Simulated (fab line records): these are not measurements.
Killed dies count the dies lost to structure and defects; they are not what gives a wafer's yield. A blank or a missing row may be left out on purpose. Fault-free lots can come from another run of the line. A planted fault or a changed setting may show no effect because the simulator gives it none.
Which of the tools did it? || flow nand-harc || 36 wafers from 12 lots sampled at 6 of the route's 1302 steps

== WHAT EACH GAUGE READ, for each wafer ==
NHARC_P_M1_CD_MEAS_09: the cd target is 130 nm. Usual: cd-nm at 130.2 nm, with a standard deviation of 0.83.
{"lot": "L982", "measured": "day 6 10:52", "on": "cd-sem-02", "cd-nm (nm)": "130.9 131.7 130.1", "flag": ""}
{"lot": "L983", "measured": "day 6 11:19", "on": "cd-sem-03", "cd-nm (nm)": "129.4 130.0 130.5", "flag": ""}
{"lot": "L984", "measured": "day 7 00:22", "on": "cd-sem-02", "cd-nm (nm)": "129.4 130.0 130.9", "flag": ""}
{"lot": "L986", "measured": "day 7 21:55", "on": "cd-sem-01", "cd-nm (nm)": "129.9 129.3 129.8", "flag": ""}
{"lot": "L987", "measured": "day 8 04:52", "on": "cd-sem-01", "cd-nm (nm)": "130.0 131.2 129.8", "flag": ""}
{"lot": "L988", "measured": "day 8 21:29", "on": "cd-sem-03", "cd-nm (nm)": "128.7 129.3 130.7", "flag": ""}
{"lot": "L989", "measured": "day 9 13:59", "on": "cd-sem-02", "cd-nm (nm)": "130.1 130.1 129.5", "flag": ""}
{"lot": "L990", "measured": "day 9 17:58", "on": "cd-sem-01", "cd-nm (nm)": "130.9 131.7 130.5", "flag": ""}
{"lot": "L992", "measured": "day 10 21:42", "on": "cd-sem-01", "cd-nm (nm)": "130.9 129.7 128.8", "flag": ""}
{"lot": "L994", "measured": "day 11 12:02", "on": "cd-sem-03", "cd-nm (nm)": "129.4 130.4 130.0", "flag": ""}
{"lot": "L996", "measured": "day 12 04:41", "on": "cd-sem-03", "cd-nm (nm)": "129.2 130.3 130.4", "flag": ""}
{"lot": "L100", "measured": "day 13 19:35", "on": "cd-sem-01", "cd-nm (nm)": "132.8 129.2 129.6", "flag": ""}

NHARC_END_SORT_01. Usual: for defect-limited-yield, 90 % with a standard deviation of 3.1; for killed-at-array, 59 with a standard deviation of 20; for killed-at-other, 0.8 with a standard deviation of 1.1; for killed-at-periphery, 5 with a standard deviation of 3.1; for killed-dies, 64 with a standard deviation of 21; for killed-open, 3.4 with a standard deviation of 1.9; for killed-short, 2.3 with a standard deviation of 1.7.
{"lot": "L982", "measured": "day 24 22:13", "on": "prober-01", "defect-limited-yield (%)": "86 84 87", "killed-at-array": "84 99 80", "killed-at-other": "1 0 0", "killed-at-periphery": "13 8 7", "killed-dies": "98 107 87", "killed-open": "4 5 2", "killed-short": "5 2 3", "flag": ""}
{"lot": "L983", "measured": "day 24 09:34", "on": "prober-02", "defect-limited-yield (%)": "97 97 97", "killed-at-array": "22 17 20", "killed-at-other": "1 0 0", "killed-at-periphery": "0 2 3", "killed-dies": "23 19 23", "killed-open": "2 2 2", "killed-short": "2 3 3", "flag": ""}
{"lot": "L984", "measured": "day 25 00:37", "on": "prober-02", "defect-limited-yield (%)": "86 88 89", "killed-at-array": "91 76 68", "killed-at-other": "1 1 0", "killed-at-periphery": "4 4 4", "killed-dies": "96 81 72", "killed-open": "2 6 2", "killed-short": "1 2 1", "flag": ""}
{"lot": "L986", "measured": "day 25 11:29", "on": "prober-01", "defect-limited-yield (%)": "96 96 97", "killed-at-array": "21 22 20", "killed-at-other": "1 0 0", "killed-at-periphery": "6 2 2", "killed-dies": "28 24 22", "killed-open": "9 2 3", "killed-short": "0 2 2", "flag": ""}
{"lot": "L987", "measured": "day 26 09:52", "on": "prober-01", "defect-limited-yield (%)": "90 88 88", "killed-at-array": "64 79 78", "killed-at-other": "0 0 0", "killed-at-periphery": "3 4 0", "killed-dies": "67 83 78", "killed-open": "2 1 1", "killed-short": "2 1 1", "flag": ""}
{"lot": "L988", "measured": "day 26 12:14", "on": "prober-02", "defect-limited-yield (%)": "94 93 93", "killed-at-array": "38 43 47", "killed-at-other": "0 1 1", "killed-at-periphery": "4 4 2", "killed-dies": "42 48 50", "killed-open": "3 6 7", "killed-short": "0 1 2", "flag": ""}
{"lot": "L989", "measured": "day 27 21:34", "on": "prober-01", "defect-limited-yield (%)": "94 92 94", "killed-at-array": "43 52 43", "killed-at-other": "0 0 0", "killed-at-periphery": "0 1 1", "killed-dies": "43 53 44", "killed-open": "1 3 4", "killed-short": "2 1 0", "flag": ""}
{"lot": "L990", "measured": "day 27 10:31", "on": "prober-02", "defect-limited-yield (%)": "90 91 91", "killed-at-array": "62 61 58", "killed-at-other": "0 0 1", "killed-at-periphery": "3 3 4", "killed-dies": "65 64 63", "killed-open": "3 2 6", "killed-short": "2 1 2", "flag": ""}
{"lot": "L992", "measured": "day 29 02:28", "on": "prober-01", "defect-limited-yield (%)": "88 90 86", "killed-at-array": "78 65 84", "killed-at-other": "1 0 1", "killed-at-periphery": "2 4 9", "killed-dies": "81 69 94", "killed-open": "2 4 10", "killed-short": "3 2 1", "flag": ""}
{"lot": "L994", "measured": "day 29 17:34", "on": "prober-02", "defect-limited-yield (%)": "93 93 91", "killed-at-array": "45 43 56", "killed-at-other": "0 2 3", "killed-at-periphery": "4 4 5", "killed-dies": "49 49 64", "killed-open": "0 4 5", "killed-short": "3 3 4", "flag": ""}
{"lot": "L996", "measured": "day 30 04:29", "on": "prober-01", "defect-limited-yield (%)": "84 87 86", "killed-at-array": "103 84 89", "killed-at-other": "0 1 1", "killed-at-periphery": "6 4 6", "killed-dies": "109 89 96", "killed-open": "8 4 2", "killed-short": "3 1 3", "flag": ""}
{"lot": "L100", "measured": "day 32 01:50", "on": "prober-02", "defect-limited-yield (%)": "88 87 87", "killed-at-array": "69 73 74", "killed-at-other": "1 5 1", "killed-at-periphery": "10 8 16", "killed-dies": "80 86 91", "killed-open": "2 5 5", "killed-short": "4 1 2", "flag": ""}

== TOOL THAT RAN EACH LOT (tool first, then ch and the chambers of the sampled wafers, then the start) ==
{"lot": "L982", "NHARC_P_M0_DEGAS_28": "pvd-sputter-01, day 6 08:02", "NHARC_P_M0_DEP_32": "pecvd-03 ch 1,2, day 6 09:47", "NHARC_P_M1_PEB_07": "litho-track-06 ch 0, day 6 10:47", "NHARC_P_M1_ETCH_28": "rie-diel-08 ch 1,3, day 24 22:13 or earlier"}
{"lot": "L983", "NHARC_P_M0_DEGAS_28": "pvd-sputter-02, day 6 08:29", "NHARC_P_M0_DEP_32": "pecvd-04 ch 0,1,2, day 6 10:11", "NHARC_P_M1_PEB_07": "litho-track-01 ch 0, day 6 11:14", "NHARC_P_M1_ETCH_28": "rie-diel-13 ch 0,1,2, day 24 09:34 or earlier"}
{"lot": "L984", "NHARC_P_M0_DEGAS_28": "pvd-sputter-03, day 6 21:19", "NHARC_P_M0_DEP_32": "pecvd-04 ch 0,1,2, day 6 23:14", "NHARC_P_M1_PEB_07": "litho-track-01 ch 0, day 7 00:16", "NHARC_P_M1_ETCH_28": "rie-diel-11 ch 0,3, day 25 00:37 or earlier"}
{"lot": "L986", "NHARC_P_M0_DEGAS_28": "pvd-sputter-03, day 7 18:59", "NHARC_P_M0_DEP_32": "pecvd-02 ch 0,1,2, day 7 20:41", "NHARC_P_M1_PEB_07": "litho-track-04 ch 0, day 7 21:50", "NHARC_P_M1_ETCH_28": "rie-diel-11 ch 0,2,3, day 25 11:29 or earlier"}
{"lot": "L987", "NHARC_P_M0_DEGAS_28": "pvd-sputter-02, day 8 01:54", "NHARC_P_M0_DEP_32": "pecvd-02 ch 1,2, day 8 03:37", "NHARC_P_M1_PEB_07": "litho-track-01 ch 0, day 8 04:47", "NHARC_P_M1_ETCH_28": "rie-diel-11 ch 0,1, day 26 09:52 or earlier"}
{"lot": "L988", "NHARC_P_M0_DEGAS_28": "pvd-sputter-02, day 8 18:39", "NHARC_P_M0_DEP_32": "pecvd-04 ch 0,1,2, day 8 20:29", "NHARC_P_M1_PEB_07": "litho-track-04 ch 0, day 8 21:24", "NHARC_P_M1_ETCH_28": "rie-diel-13 ch 0,3, day 26 12:14 or earlier"}
{"lot": "L989", "NHARC_P_M0_DEGAS_28": "pvd-sputter-01, day 9 11:03", "NHARC_P_M0_DEP_32": "pecvd-02 ch 1,2, day 9 12:50", "NHARC_P_M1_PEB_07": "litho-track-01 ch 0, day 9 13:55", "NHARC_P_M1_ETCH_28": "rie-diel-13 ch 0,2,3, day 27 21:34 or earlier"}
{"lot": "L990", "NHARC_P_M0_DEGAS_28": "pvd-sputter-01, day 9 15:08", "NHARC_P_M0_DEP_32": "pecvd-02 ch 0,1, day 9 16:55", "NHARC_P_M1_PEB_07": "litho-track-06 ch 0, day 9 17:53", "NHARC_P_M1_ETCH_28": "rie-diel-11 ch 0,1, day 27 10:31 or earlier"}
{"lot": "L992", "NHARC_P_M0_DEGAS_28": "pvd-sputter-02, day 10 18:34", "NHARC_P_M0_DEP_32": "pecvd-03 ch 0,2, day 10 20:31", "NHARC_P_M1_PEB_07": "litho-track-04 ch 0, day 10 21:37", "NHARC_P_M1_ETCH_28": "rie-diel-08 ch 0,1, day 29 02:28 or earlier"}
{"lot": "L994", "NHARC_P_M0_DEGAS_28": "pvd-sputter-01, day 11 08:36", "NHARC_P_M0_DEP_32": "pecvd-03 ch 0,2, day 11 10:31", "NHARC_P_M1_PEB_07": "litho-track-04 ch 0, day 11 11:57", "NHARC_P_M1_ETCH_28": "rie-diel-11 ch 1,2,3, day 29 17:34 or earlier"}
{"lot": "L996", "NHARC_P_M0_DEGAS_28": "pvd-sputter-03, day 12 01:45", "NHARC_P_M0_DEP_32": "pecvd-04 ch 0,1,2, day 12 03:27", "NHARC_P_M1_PEB_07": "litho-track-04 ch 0, day 12 04:37", "NHARC_P_M1_ETCH_28": "rie-diel-08 ch 1,2,3, day 30 04:29 or earlier"}
{"lot": "L100", "NHARC_P_M0_DEGAS_28": "pvd-sputter-01, day 13 16:38", "NHARC_P_M0_DEP_32": "pecvd-02 ch 0,1, day 13 18:20", "NHARC_P_M1_PEB_07": "litho-track-04 ch 0, day 13 19:30", "NHARC_P_M1_ETCH_28": "rie-diel-08 ch 0,1,3, day 32 01:50 or earlier"}
- NHARC_P_M0_DEGAS_28: time 60 s.
- NHARC_P_M0_DEP_32: deposits SiCN, target thk 30 nm.
- NHARC_P_M1_PEB_07: peb time 65 s.
- NHARC_P_M1_ETCH_28: etches the open film in CF4/N2, target depth 30 nm, time 72.99 s.

== WHAT THE TOOLS THEMSELVES READ (means of the sampled wafers that have a number; where no wafer has one, the mark that the record gives instead) ==
NHARC_P_M0_DEGAS_28. Usual: heater-power-w at 339 W, with a standard deviation of 27.
{"lot": "L982", "tool": "pvd-sputter-01", "heater-power-w (W)": 330, "flag": ""}
{"lot": "L983", "tool": "pvd-sputter-02", "heater-power-w (W)": 340, "flag": ""}
{"lot": "L984", "tool": "pvd-sputter-03", "heater-power-w (W)": 312, "flag": ""}
{"lot": "L986", "tool": "pvd-sputter-03", "heater-power-w (W)": 300, "flag": ""}
{"lot": "L987", "tool": "pvd-sputter-02", "heater-power-w (W)": 350, "flag": ""}
{"lot": "L988", "tool": "pvd-sputter-02", "heater-power-w (W)": 363, "flag": ""}
{"lot": "L989", "tool": "pvd-sputter-01", "heater-power-w (W)": 342, "flag": ""}
{"lot": "L990", "tool": "pvd-sputter-01", "heater-power-w (W)": 354, "flag": ""}
{"lot": "L992", "tool": "pvd-sputter-02", "heater-power-w (W)": 365, "flag": ""}
{"lot": "L994", "tool": "pvd-sputter-01", "heater-power-w (W)": 353, "flag": ""}
{"lot": "L996", "tool": "pvd-sputter-03", "heater-power-w (W)": 314, "flag": ""}
{"lot": "L100", "tool": "pvd-sputter-01", "heater-power-w (W)": 353, "flag": ""}

NHARC_P_M0_DEP_32. Usual: heater-power-w at 589 W, with a standard deviation of 76.
{"lot": "L982", "tool": "pecvd-03", "heater-power-w (W)": 593, "flag": ""}
{"lot": "L983", "tool": "pecvd-04", "heater-power-w (W)": 527, "flag": ""}
{"lot": "L984", "tool": "pecvd-04", "heater-power-w (W)": 548, "flag": ""}
{"lot": "L986", "tool": "pecvd-02", "heater-power-w (W)": 606, "flag": ""}
{"lot": "L987", "tool": "pecvd-02", "heater-power-w (W)": 670, "flag": ""}
{"lot": "L988", "tool": "pecvd-04", "heater-power-w (W)": 558, "flag": ""}
{"lot": "L989", "tool": "pecvd-02", "heater-power-w (W)": 661, "flag": ""}
{"lot": "L990", "tool": "pecvd-02", "heater-power-w (W)": 637, "flag": ""}
{"lot": "L992", "tool": "pecvd-03", "heater-power-w (W)": 600, "flag": ""}
{"lot": "L994", "tool": "pecvd-03", "heater-power-w (W)": 559, "flag": ""}
{"lot": "L996", "tool": "pecvd-04", "heater-power-w (W)": 580, "flag": ""}
{"lot": "L100", "tool": "pecvd-02", "heater-power-w (W)": 640, "flag": ""}

NHARC_P_M1_ETCH_28. Usual: bias-w 100.0 W, standard deviation 0.31; drypump-motor-current-A 5.7 A, standard deviation 0.38; oes-product-au 1.002 a.u., standard deviation 0.014; rf-vpp-V 314.3 V, standard deviation 1.9; showerhead-plenum-p-Torr 2.64 Torr, standard deviation 0.1; throttle-valve-pct 19.794 %, standard deviation 0.009.
{"lot": "L982", "tool": "rie-diel-08", "bias-w (W)": 99.5, "drypump-motor-current-A (A)": 5.7, "oes-product-au (a.u.)": 1.013, "rf-vpp-V (V)": 312.1, "showerhead-plenum-p-Torr (Torr)": 2.54, "throttle-valve-pct (%)": 19.801, "flag": ""}
{"lot": "L983", "tool": "rie-diel-13", "bias-w (W)": 100.2, "drypump-motor-current-A (A)": 5.6, "oes-product-au (a.u.)": 1.000, "rf-vpp-V (V)": 312.6, "showerhead-plenum-p-Torr (Torr)": 2.54, "throttle-valve-pct (%)": 19.804, "flag": ""}
{"lot": "L984", "tool": "rie-diel-11", "bias-w (W)": 100.1, "drypump-motor-current-A (A)": 5.9, "oes-product-au (a.u.)": 1.019, "rf-vpp-V (V)": 314.6, "showerhead-plenum-p-Torr (Torr)": 2.64, "throttle-valve-pct (%)": 19.791, "flag": ""}
{"lot": "L986", "tool": "rie-diel-11", "bias-w (W)": 100.2, "drypump-motor-current-A (A)": 5.7, "oes-product-au (a.u.)": 1.011, "rf-vpp-V (V)": 314.6, "showerhead-plenum-p-Torr (Torr)": 2.67, "throttle-valve-pct (%)": 19.800, "flag": ""}
{"lot": "L987", "tool": "rie-diel-11", "bias-w (W)": 100.2, "drypump-motor-current-A (A)": 6.0, "oes-product-au (a.u.)": 0.994, "rf-vpp-V (V)": 313.9, "showerhead-plenum-p-Torr (Torr)": 2.60, "throttle-valve-pct (%)": 19.800, "flag": ""}
{"lot": "L988", "tool": "rie-diel-13", "bias-w (W)": 100.3, "drypump-motor-current-A (A)": 5.8, "oes-product-au (a.u.)": 1.002, "rf-vpp-V (V)": 315.2, "showerhead-plenum-p-Torr (Torr)": 2.64, "throttle-valve-pct (%)": 19.791, "flag": ""}
{"lot": "L989", "tool": "rie-diel-13", "bias-w (W)": 100.1, "drypump-motor-current-A (A)": 5.4, "oes-product-au (a.u.)": 1.004, "rf-vpp-V (V)": 313.0, "showerhead-plenum-p-Torr (Torr)": 2.60, "throttle-valve-pct (%)": 19.793, "flag": ""}
{"lot": "L990", "tool": "rie-diel-11", "bias-w (W)": 100.2, "drypump-motor-current-A (A)": 6.0, "oes-product-au (a.u.)": 1.003, "rf-vpp-V (V)": 314.2, "showerhead-plenum-p-Torr (Torr)": 2.60, "throttle-valve-pct (%)": 19.796, "flag": ""}
{"lot": "L992", "tool": "rie-diel-08", "bias-w (W)": 100.1, "drypump-motor-current-A (A)": 5.5, "oes-product-au (a.u.)": 1.007, "rf-vpp-V (V)": 312.7, "showerhead-plenum-p-Torr (Torr)": 2.56, "throttle-valve-pct (%)": 19.789, "flag": ""}
{"lot": "L994", "tool": "rie-diel-11", "bias-w (W)": 100.1, "drypump-motor-current-A (A)": 5.9, "oes-product-au (a.u.)": 0.999, "rf-vpp-V (V)": 315.6, "showerhead-plenum-p-Torr (Torr)": 2.69, "throttle-valve-pct (%)": 19.784, "flag": ""}
{"lot": "L996", "tool": "rie-diel-08", "bias-w (W)": 100.1, "drypump-motor-current-A (A)": 5.7, "oes-product-au (a.u.)": 0.993, "rf-vpp-V (V)": 314.2, "showerhead-plenum-p-Torr (Torr)": 2.63, "throttle-valve-pct (%)": 19.803, "flag": ""}
{"lot": "L100", "tool": "rie-diel-08", "bias-w (W)": 100.1, "drypump-motor-current-A (A)": 5.6, "oes-product-au (a.u.)": 1.004, "rf-vpp-V (V)": 312.6, "showerhead-plenum-p-Torr (Torr)": 2.55, "throttle-valve-pct (%)": 19.789, "flag": ""}

== THE ANSWER, worked out from the rows above alone ==
Rule: lot off if the mean of its wafers having a number is beyond 3 standard deviations from the usual mean. Also off: a lot with no number at a reading for which 4 or more lots have one. All remaining lots with rows at the step are treated as sound. After the gauges, taken in route order, come the tools' own readings; for these a lot's mean is taken, as printed above. The first step at which some lot is off is used, and at that step the reading that is off furthest; a lot without a number counts as furthest.
Nothing can be told from this: no lot is off at any reading shown.

== WHAT WAS PUT IN BY THE SIMULATOR ==
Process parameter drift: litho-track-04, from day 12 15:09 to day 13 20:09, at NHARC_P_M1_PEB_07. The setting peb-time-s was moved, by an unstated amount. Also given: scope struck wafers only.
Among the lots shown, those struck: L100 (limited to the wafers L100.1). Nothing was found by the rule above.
